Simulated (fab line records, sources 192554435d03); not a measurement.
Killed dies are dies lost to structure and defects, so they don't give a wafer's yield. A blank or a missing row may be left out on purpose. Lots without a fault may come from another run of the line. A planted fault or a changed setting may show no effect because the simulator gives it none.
fab line records | flow n5_finfet | part 1 of 2: steps 1 to 22 of 27
record lots=5 wafers=15 last_day=18
route steps=1938 shown BEOL_M0_SAQP@642
lots that met no fault: from a run of the same line without faults
start_h: hours from the record's first day to the start of the lot's first wafer shown | wait_h: hours since the lot's step before | " the same as in the row above | L1.1+2: a row that stands for several wafers | - no value, or no start given | * or withheld: withheld | < > ~ a bound
route shown NAME@n: a module of which the file shows steps, and the number in the route of the first | usual: mean/standard deviation of fault-free wafers | same: alike in all rows | chamber/n: place in a boat | sites: the reading at each site | _std_site: their standard deviation | _edge_site: outer sites' mean less inner sites' | radius_mm: how far each site lies from the wafer's centre | mask NAME#n: copy n | behind: the tool/chamber that last shaped the wafer | hold: why the lot was held/for how many hours/how that ended | device: the transistor (n, p or np) that didn't switch | end of line: the same wafers' tests at the end of the route | a step without rows: its recipe alone | killed: dies lost to structure and defects at the first sort, not the wafer's yield | map: a wafer's dies, x killed, . not, _ none there
set.NAME: the setting as run; set.NAME@STEP: as run at that earlier step | model.NAME: the simulator's own value behind a step, which no gauge read
lots at some steps of the route; a table a step, a row a wafer
services: from which hour (start_h, from the record's first day; less than 0 if before it) a tool's chamber was out of use, for how many hours, and why
## steps
# step N5_BEOL_M0_SAQP_COAT_82
# recipe resist=SiARC temp_c=220 time_s=60 spin_rpm=1500 resist_thk_nm=30
# same time_s=60
# columns lot.wafer tool chamber start_h wait_h
L081.1+3+4 litho_track-04 0 - -
L084.2+4+5 litho_track-04 0 - -
L085.2+4+5 litho_track-04 0 - -
L090.1+3+5 litho_track-04 0 - -
L095.2+3+6 litho_track-03 0 - -
# step N5_BEOL_M0_SAQP_COAT_08
# recipe resist=CAR-ArF spin_rpm=1500 resist_thk_nm=90
# columns lot.wafer tool chamber start_h wait_h
L081.1+3+4 litho_track-04 0 - -
L084.2+4+5 litho_track-04 0 - -
L085.2+4+5 litho_track-04 0 - -
L090.1+3+5 litho_track-04 0 - -
L095.2+3+6 litho_track-03 0 - -
# step N5_BEOL_M0_SAQP_EBR_10
# recipe solvent=PGMEA ebr_width_mm=1.5
# columns lot.wafer tool chamber start_h wait_h
L081.1+3+4 litho_track-04 0 - -
L084.2+4+5 litho_track-04 0 - -
L085.2+4+5 litho_track-04 0 - -
L090.1+3+5 litho_track-04 0 - -
L095.2+3+6 litho_track-03 0 - -
# step N5_BEOL_M0_SAQP_SOFTBAKE_09
# recipe temp_c=110 time_s=60 resist=CAR-ArF
# same time_s=60
# columns lot.wafer tool chamber start_h wait_h
L081.1+3+4 litho_track-04 0 - -
L084.2+4+5 litho_track-04 0 - -
L085.2+4+5 litho_track-04 0 - -
L090.1+3+5 litho_track-04 0 - -
L095.2+3+6 litho_track-03 0 - -
# step N5_BEOL_M0_SAQP_EXPOSE_11
# recipe mask_id=M0_CORE na=1.35 source_shape=dipole sigma_inner=0.538 sigma_outer=0.738 polarization=te target_cd_nm=42 dose_mj=55
# columns lot.wafer tool chamber start_h wait_h mask
L081.1+3+4 arfi_scanner-01 0 152.18 - M0_CORE#0
L084.2+4+5 arfi_scanner-01 0 169.58 - M0_CORE#0
L085.2+4+5 arfi_scanner-02 0 172.93 - M0_CORE#0
L090.1+3+5 arfi_scanner-03 0 203.54 - M0_CORE#0
L095.2+3+6 arfi_scanner-01 0 229.78 - M0_CORE#0
# step N5_BEOL_M0_SAQP_PEB_12
# recipe peb_temp_c=withheld peb_time_s=60 resist=CAR-ArF
# columns lot.wafer tool chamber start_h wait_h
L081.1+3+4 litho_track-05 0 152.24 0.1
L084.2+4+5 litho_track-04 0 169.63 0.0
L085.2+4+5 litho_track-04 0 172.98 0.0
L090.1+3+5 litho_track-04 0 203.60 0.1
L095.2+3+6 litho_track-03 0 229.83 0.0
# step N5_BEOL_M0_SAQP_DEVELOP_13
# recipe develop_time_s=30 developer=TMAH resist=CAR-ArF dev_temp_c=23 rinse_liquid=diw dry=air_spin
# columns lot.wafer tool chamber start_h wait_h
L081.1+3+4 litho_track-05 0 - -
L084.2+4+5 litho_track-04 0 - -
L085.2+4+5 litho_track-04 0 - -
L090.1+3+5 litho_track-04 0 - -
L095.2+3+6 litho_track-03 0 - -
# step N5_BEOL_M0_SAQP_CD_MEAS_14
# recipe target_cd_nm=42.5 landing_energy_ev=500 detector=se_inlens
# usual cd_nm=42.4/0.36
# columns lot.wafer tool chamber start_h wait_h cd_nm
L081.1 cd_sem-02 0 152.31 - 42.2
L081.3 " 0 " " 42.9
L081.4 " 0 " " 42.6
L084.2 cd_sem-03 0 169.70 - 43.2
L084.4 " 0 " " 42.8
L084.5 " 0 " " 42.5
L085.2 cd_sem-03 0 173.05 - 42.3
L085.4 " 0 " " 42.0
L085.5 " 0 " " 42.6
L090.1 cd_sem-02 0 203.67 - 42.4
L090.3 " 0 " " 42.7
L090.5 " 0 " " 42.2
L095.2 cd_sem-01 0 229.90 - 42.7
L095.3 " 0 " " 42.7
L095.6 " 0 " " 42.7
# step N5_BEOL_M0_SAQP_OVL_MEAS_15
# recipe points_per_wafer=44
# usual M0_CORE_OVL=0.7/0.81
# columns lot.wafer tool chamber start_h wait_h M0_CORE_OVL[nm]
L081.1 overlay-01 0 152.34 0.0 1.3
L081.3 " 0 " " 0.7
L081.4 " 0 " " 1.4
L084.2 overlay-01 0 169.73 0.0 -0.2
L084.4 " 0 " " -1.0
L084.5 " 0 " " 0.4
L085.2 overlay-01 0 173.08 0.0 0.4
L085.4 " 0 " " 1.7
L085.5 " 0 " " 0.1
L090.1 overlay-01 0 203.71 0.0 -0.2
L090.3 " 0 " " 1.4
L090.5 " 0 " " 1.1
L095.2 overlay-01 0 229.93 0.0 -0.7
L095.3 " 0 " " 0.4
L095.6 " 0 " " -0.1
# step N5_BEOL_M0_SAQP_INSPECT_16
# recipe mode=adi inspect_instrument=brightfield
# usual raw_defect_count=443/120
# columns lot.wafer tool chamber start_h wait_h raw_defect_count
L081.1 defect_inspect-02 - 152.36 0.0 470
L081.3 " - " " 418
L081.4 " - " " 317
L084.2 defect_inspect-01 - 169.75 0.0 314
L084.4 " - " " 418
L084.5 " - " " 395
L085.2 defect_inspect-01 - 173.11 0.0 712
L085.4 " - " " 439
L085.5 " - " " 553
L090.1 defect_inspect-01 - 203.74 0.0 646
L090.3 " - " " 415
L090.5 " - " " 683
L095.2 defect_inspect-01 - 229.95 0.0 388
L095.3 " - " " 576
L095.6 " - " " 510
# step N5_BEOL_M0_SAQP_DESCUM_19
# recipe chemistry=O2 time_s=7.9 source_power_w=50 bias_power_w=20 pressure_mtorr=20 rf_frequency_hz=2.712e+07 temp_c=40 resist=CAR-ArF o2_flow_sccm=225
# usual drypump_motor_current_A=5.9/0.37 o2_flow_sccm=225.0/0.69 oes_product_au=0.75/0.067 rf_vpp_V=243.4/1.4 showerhead_plenum_p_Torr=2.11/0.058 throttle_valve_pct=20.50/0.25
# same time_s=7.9
# columns lot.wafer tool chamber start_h wait_h drypump_motor_current_A o2_flow_sccm oes_product_au rf_hours_counter_h rf_vpp_V showerhead_plenum_p_Torr throttle_valve_pct
L081.1 rie_diel-04 0 152.40 0.0 6.1 225.4 0.87 57 242.3 2.13 19.99
L081.3 " 2 " " 6.4 225.6 0.69 223 245.9 2.14 20.68
L081.4 " 3 " " 5.3 226.8 0.75 178 243.8 2.17 20.71
L084.2 rie_diel-06 3 169.79 0.0 6.0 225.9 0.71 194 242.5 1.98 20.68
L084.4 " 0 " " 5.4 224.8 0.71 186 242.1 2.08 20.83
L084.5 " 1 " " 5.3 223.5 0.76 - 244.8 2.11 20.57
L085.2 rie_diel-03 2 173.21 0.1 5.7 225.2 0.83 69 241.8 2.05 20.32
L085.4 " 1 " " 5.7 225.2 0.70 - 244.8 2.15 20.46
L085.5 " 0 " " 6.2 225.9 0.69 - 244.8 2.16 20.90
L090.1 rie_diel-04 0 204.04 0.3 6.1 224.7 0.83 75 243.7 2.12 20.02
L090.3 " 1 " " 6.3 224.8 0.73 152 242.6 2.17 20.34
L090.5 " 1 " " 6.3 224.8 0.74 - 244.6 2.17 20.35
L095.2 rie_diel-03 1 230.25 0.3 5.7 224.8 0.69 215 243.0 2.14 20.47
L095.3 " 3 " " 6.3 225.5 0.92 14 244.2 2.14 20.02
L095.6 " 1 " " 5.8 225.3 0.68 - 245.0 2.14 20.46
# step N5_BEOL_M0_SAQP_ETCH_83
# recipe chemistry=CF4 target=SiARC target_depth_a=390 mask_material=CAR-ArF time_s=65 ion_energy_ev=80 pressure_mtorr=40 source_w=545 bias_w=36 Ar_flow_sccm=100 cf4_flow_sccm=100 ends=cleared
# usual drypump_motor_current_A=5.9/0.38 etch_rf_on_time_s=66.1/2 oes_product_au=0.64/0.059 rf_vpp_V=184.4/1 showerhead_plenum_p_Torr=2.16/0.057 throttle_valve_pct=15.69/0.26
# columns lot.wafer tool chamber start_h wait_h drypump_motor_current_A etch_rf_on_time_s oes_product_au rf_hours_counter_h rf_vpp_V showerhead_plenum_p_Torr throttle_valve_pct
L081.1 rie_diel-04 0 152.43 0.0 6.1 66.7 0.73 57 184.0 2.17 15.16
L081.3 " 2 " " 6.4 63.3 0.59 223 183.6 2.19 15.91
L081.4 " 3 " " 5.4 65.7 0.64 178 185.0 2.21 15.90
L084.2 rie_diel-06 3 169.82 0.0 6.0 66.4 0.61 194 183.3 2.04 15.90
L084.4 " 0 " " 5.4 64.5 0.62 186 184.8 2.13 16.07
L084.5 " 1 " " 5.3 67.9 0.63 - 184.1 2.15 15.64
L085.2 rie_diel-03 2 173.24 0.0 5.7 63.4 0.71 69 183.7 2.10 15.42
L085.4 " 1 " " 5.7 68.8 0.58 - 183.9 2.22 15.81
L085.5 " 0 " " 6.2 66.6 0.59 - 185.7 2.19 15.96
L090.1 rie_diel-04 0 204.08 0.0 6.1 66.9 0.72 75 184.3 2.17 15.21
L090.3 " 1 " " 6.3 67.0 0.63 152 185.1 2.23 15.63
L090.5 " 1 " " 6.3 67.4 0.62 - 185.5 2.23 15.62
L095.2 rie_diel-03 1 230.28 0.0 5.7 69.0 0.58 215 184.6 2.21 15.85
L095.3 " 3 " " 6.3 68.2 0.78 14 185.1 2.18 15.12
L095.6 " 1 " " 5.7 69.4 0.57 - 185.4 2.21 15.86
# step N5_BEOL_M0_SAQP_ETCH_84
# recipe chemistry=N2/H2 target=SOC target_depth_a=1000 overetch_a=200 mask_material=SiARC temp_c=40 time_s=150 ion_energy_ev=200 pressure_mtorr=30 source_w=840 bias_w=150 n2_flow_sccm=200 h2_flow_sccm=200
# usual drypump_motor_current_A=5.9/0.38 oes_product_au=0.68/0.059 rf_vpp_V=524.5/2.2 showerhead_plenum_p_Torr=2.57/0.074 throttle_valve_pct=17.91/0.27
# same time_s=150
# columns lot.wafer tool chamber start_h wait_h drypump_motor_current_A oes_product_au rf_hours_counter_h rf_vpp_V showerhead_plenum_p_Torr throttle_valve_pct
L081.1 rie_diel-04 0 152.48 0.0 6.1 0.78 57 524.7 2.60 17.46
L081.3 " 2 " " 6.3 0.61 223 526.1 2.63 18.21
L081.4 " 3 " " 5.3 0.68 178 526.1 2.64 18.16
L084.2 rie_diel-06 3 169.87 0.0 6.0 0.64 194 519.9 2.43 18.15
L084.4 " 0 " " 5.4 0.64 186 522.7 2.52 18.15
L084.5 " 1 " " 5.3 0.67 - 523.5 2.55 17.95
L085.2 rie_diel-03 2 173.29 0.0 5.7 0.74 69 522.0 2.47 17.54
L085.4 " 1 " " 5.7 0.63 - 526.4 2.64 18.03
L085.5 " 0 " " 6.2 0.63 - 524.8 2.62 18.24
L090.1 rie_diel-04 0 204.13 0.0 6.1 0.78 75 526.0 2.59 17.51
L090.3 " 1 " " 6.3 0.68 152 526.1 2.64 17.69
L090.5 " 1 " " 6.3 0.68 - 526.7 2.64 17.69
L095.2 rie_diel-03 1 230.33 0.0 5.7 0.62 215 525.4 2.63 18.06
L095.3 " 3 " " 6.4 0.83 14 525.4 2.60 17.36
L095.6 " 1 " " 5.8 0.62 - 526.1 2.63 18.06
# step N5_BEOL_M0_SAQP_STRIP_80
# recipe chemistry=N2/H2 temp_c=40 n2_flow_sccm=200 h2_flow_sccm=200 rf_frequency_hz=6e+07
# columns lot.wafer tool chamber start_h wait_h
L081.1+3+4 rie_diel-04 0,2,3 152.58 0.0
L084.2+4+5 rie_diel-06 3,0,1 169.97 0.0
L085.2+4+5 rie_diel-03 2,1,0 173.39 0.0
L090.1+3+5 rie_diel-04 0,1,1 204.22 0.0
L095.2+3+6 rie_diel-03 1,3,1 230.43 0.0
# step N5_BEOL_M0_SAQP_HM_OPEN_112
# recipe chemistry=CHF3/O2 target=SiO2 stop_on=a-Si target_depth_a=120 over_etch_frac=1.25 mask_material=SOC time_s=13.5 pressure_mtorr=30 source_w=650 bias_w=170 Ar_flow_sccm=200 CHF3_flow_sccm=50 O2_flow_sccm=5 ion_energy_ev=200 ends=end_point
# usual CHF3_flow_sccm=50.02/0.14 O2_flow_sccm=5.003/0.014 drypump_motor_current_A=5.9/0.38 oes_product_au=0.49/0.043 rf_vpp_V=523/7.5 showerhead_plenum_p_Torr=2.44/0.065 throttle_valve_pct=18.92/0.26
# columns lot.wafer tool chamber start_h wait_h CHF3_flow_sccm O2_flow_sccm drypump_motor_current_A oes_product_au rf_hours_counter_h rf_vpp_V showerhead_plenum_p_Torr throttle_valve_pct
L081.1 rie_diel-04 0 152.59 0.0 49.86 5.003 6.1 0.57 57 538 2.44 18.32
L081.3 " 2 " " 50.08 5.012 6.4 0.45 223 528 2.47 19.13
L081.4 " 3 " " 49.83 4.999 5.3 0.49 178 522 2.49 19.16
L084.2 rie_diel-06 3 169.98 0.0 50.23 5.003 6.0 0.47 194 512 2.30 19.13
L084.4 " 0 " " 50.05 5.007 5.3 0.48 186 528 2.40 19.28
L084.5 " 1 " " 49.93 4.994 5.3 0.50 - 512 2.44 18.97
L085.2 rie_diel-03 2 173.40 0.0 50.05 5.006 5.7 0.54 69 523 2.37 18.74
L085.4 " 1 " " 49.91 5.005 5.7 0.46 - 516 2.48 18.93
L085.5 " 0 " " 50.05 5.009 6.2 0.46 - 532 2.47 19.19
L090.1 rie_diel-04 0 204.23 0.0 50.00 4.996 6.1 0.56 75 537 2.43 18.35
L090.3 " 1 " " 50.19 4.997 6.3 0.50 152 522 2.53 18.94
L090.5 " 1 " " 50.17 4.962 6.3 0.49 - 522 2.53 18.95
L095.2 rie_diel-03 1 230.44 0.0 50.15 5.017 5.7 0.45 216 516 2.48 18.98
L095.3 " 3 " " 49.87 5.021 6.3 0.60 14 525 2.45 18.34
L095.6 " 1 " " 50.17 5.020 5.7 0.45 - 515 2.48 18.97
# step N5_BEOL_M0_SAQP_STRIP_113
# recipe chemistry=CHF3/O2 resist=SiARC rf_frequency_hz=6e+07
# columns lot.wafer tool chamber start_h wait_h
L081.1+3+4 rie_diel-04 0,2,3 152.64 0.0
L084.2+4+5 rie_diel-06 3,0,1 170.03 0.0
L085.2+4+5 rie_diel-03 2,1,0 173.45 0.0
L090.1+3+5 rie_diel-04 0,1,1 204.29 0.0
L095.2+3+6 rie_diel-03 1,3,1 230.49 0.0
# step N5_BEOL_M0_SAQP_MANDREL_ETCH_20
# recipe target_depth_a=600 chemistry=HBr/Cl2 target=a-Si stop_on=SiNx bt_time_s=10 mask_material=SOC over_etch_frac=0.5 time_s=30 pressure_mtorr=10 icp_w=800 bias_w=75 HBr_flow_sccm=150 Cl2_flow_sccm=80 ends=end_point
# usual drypump_motor_current_A=5.9/0.36 oes_product_au=0.767/0.012 throttle_valve_pct=35.53/0.26
# columns lot.wafer tool chamber start_h wait_h drypump_motor_current_A oes_product_au rf_hours_counter_h throttle_valve_pct
L081.1 rie_si-05 2 152.67 0.0 6.5 0.762 12 36.00
L081.3 " 1 " " 5.7 0.784 93 35.65
L081.4 " 0 " " 5.6 0.760 5 35.50
L084.2 rie_si-02 1 170.07 0.0 5.9 0.753 126 35.50
L084.4 " 0 " " 6.1 0.763 156 35.32
L084.5 " 0 " " 6.1 0.761 - 35.33
L085.2 rie_si-05 2 173.48 0.0 6.5 0.767 13 35.96
L085.4 " 3 " " 6.2 0.761 155 35.38
L085.5 " 2 " " 6.5 0.768 - 35.96
L090.1 rie_si-04 0 204.32 0.0 5.0 0.770 142 35.44
L090.3 " 2 " " 5.5 0.779 175 36.04
L090.5 " 3 " " 6.1 0.788 - 35.19
L095.2 rie_si-02 2 230.52 0.0 5.5 0.769 168 35.12
L095.3 " 3 " " 6.0 0.773 87 35.84
L095.6 " 0 " " 6.1 0.761 - 35.35
# step N5_BEOL_M0_SAQP_STRIP_86
# recipe chemistry=N2/H2 power_w=500 temp_c=40 pressure_mtorr=50 rf_frequency_hz=6e+07 overash_fraction=0.3 bias_power_w=28 h2_frac=0.5 n2_flow_sccm=300 h2_flow_sccm=300
# usual drypump_motor_current_A=5.9/0.4 oes_product_au=0.76/0.074 rf_vpp_V=122.0/1.5 showerhead_plenum_p_Torr=3.42/0.084 throttle_valve_pct=18.9/0.33
# columns lot.wafer tool chamber start_h wait_h drypump_motor_current_A oes_product_au rf_hours_counter_h rf_vpp_V showerhead_plenum_p_Torr throttle_valve_pct
L081.1 rie_diel-06 3 152.77 0.1 6.0 0.72 190 119.4 3.22 19.1
L081.3 " 0 " " 5.4 0.71 182 121.7 3.33 19.2
L081.4 " 2 " " 5.5 0.81 70 120.8 3.27 18.7
L084.2 rie_diel-04 0 170.17 0.1 6.1 0.87 64 119.9 3.42 18.6
L084.4 " 2 " " 6.4 0.68 230 121.6 3.46 19.2
L084.5 " 1 " " 6.3 0.75 - 119.9 3.49 18.4
L085.2 rie_diel-04 0 173.58 0.1 6.1 0.85 65 125.6 3.42 18.7
L085.4 " 2 " " 6.5 0.68 231 122.4 3.46 19.2
L085.5 " 0 " " 6.1 0.85 - 120.7 3.42 18.6
L090.1 rie_diel-04 3 204.41 0.1 5.4 0.74 195 123.9 3.48 19.3
L090.3 " 2 " " 6.4 0.68 241 121.9 3.46 19.2
L090.5 " 3 " " 5.4 0.74 - 124.0 3.47 19.2
L095.2 rie_diel-06 0 230.75 0.2 5.4 0.68 203 121.9 3.32 19.2
L095.3 " 1 " " 5.3 0.72 156 120.8 3.36 19.4
L095.6 " 1 " " 5.3 0.73 - 122.1 3.36 19.4
# step N5_BEOL_M0_SAQP_STRIP_115
# recipe chemistry=post_etch_residue_remover time_s=60 temp_c=25 remover_ph=withheld remover_water_wt_pct=withheld remover_fluoride_wt_pct=withheld
# same time_s=60
# columns lot.wafer tool chamber start_h wait_h
L081.1+3+4 wet_bench-03 1,0,2 152.84 -
L084.2+4+5 wet_bench-05 0,2,4 170.24 -
L085.2+4+5 wet_bench-01 1,2,4 173.65 -
L090.1+3+5 wet_bench-01 6,1,2 204.48 -
L095.2+3+6 wet_bench-05 5,6,4 230.81 -
# step N5_BEOL_M0_SAQP_SRD_93
# recipe dry=ipa_marangoni time_s=30 temp_c=23 rinse_liquid=diw
# same time_s=30
# columns lot.wafer tool chamber start_h wait_h
L081.1+3+4 wet_bench-03 1,0,2 152.86 0.0
L084.2+4+5 wet_bench-05 0,2,4 170.26 0.0
L085.2+4+5 wet_bench-01 1,2,4 173.67 0.0
L090.1+3+5 wet_bench-01 6,1,2 204.50 0.0
L095.2+3+6 wet_bench-05 5,6,4 230.83 0.0
# step N5_BEOL_M0_SAQP_RECESS_114
# recipe chemistry=HF/NH3 target=SiO2 target_depth_a=144 afs_cycles=3 temp_c=30 sublimation_temp_c=180 sublimation_time_s=60
# usual drypump_motor_current_A=5.8/0.44
# columns lot.wafer tool chamber start_h wait_h drypump_motor_current_A
L081.1 vapor_etch-02 1 152.90 0.0 6.0
L081.3 " 1 " " 6.0
L081.4 " 0 " " 6.3
L084.2 vapor_etch-01 1 170.30 0.0 5.1
L084.4 " 0 " " 5.6
L084.5 " 1 " " 5.1
L085.2 vapor_etch-02 1 173.73 0.0 6.0
L085.4 " 0 " " 6.2
L085.5 " 1 " " 6.0
L090.1 vapor_etch-02 1 204.60 0.1 6.0
L090.3 " 1 " " 6.0
L090.5 " 0 " " 6.2
L095.2 vapor_etch-01 1 230.88 0.0 5.0
L095.3 " 1 " " 5.0
L095.6 " 1 " " 5.0
# step N5_BEOL_M0_SAQP_SPACER1_ALD_98
# recipe material=SiO2 target_thk_a=128 temp_c=300 ald_precursor_family=BDEAS ald_co_reactant=O2-plasma pulse_time_s=1 purge_time_s=2 co_reactant_purge_time_s=2 ald_cycles=138 pressure_torr=2
# usual heater_power_w=475/46 precursor_pulse_height_rel=1.002/0.019 susceptor_temp_C=299.98/0.2
# same pulse_time_s=1
# columns lot.wafer tool chamber start_h wait_h heater_power_w precursor_pulse_height_rel susceptor_temp_C
L081.1 ald_sin-02 1 153.29 0.3 451 0.991 300.02
L081.3 " 0 " " 412 0.990 299.91
L081.4 " 3 " " 459 1.002 299.92
L084.2 ald_sin-04 3 171.72 1.3 585 1.008 300.27
L084.4 " 1 " " 504 0.992 299.86
L084.5 " 1 " " 490 0.990 299.94
L085.2 ald_sin-02 2 174.18 0.3 425 0.990 299.83
L085.4 " 2 " " 435 0.955 299.88
L085.5 " 1 " " 445 1.009 299.97
L090.1 ald_sin-01 1 205.97 1.2 452 1.027 300.26
L090.3 " 0 " " 463 1.000 300.28
L090.5 " 3 " " 471 1.018 299.80
L095.2 ald_sin-01 0 231.27 0.3 479 1.018 300.11
L095.3 " 2 " " 551 0.980 300.10
L095.6 " 3 " " 468 0.995 300.32
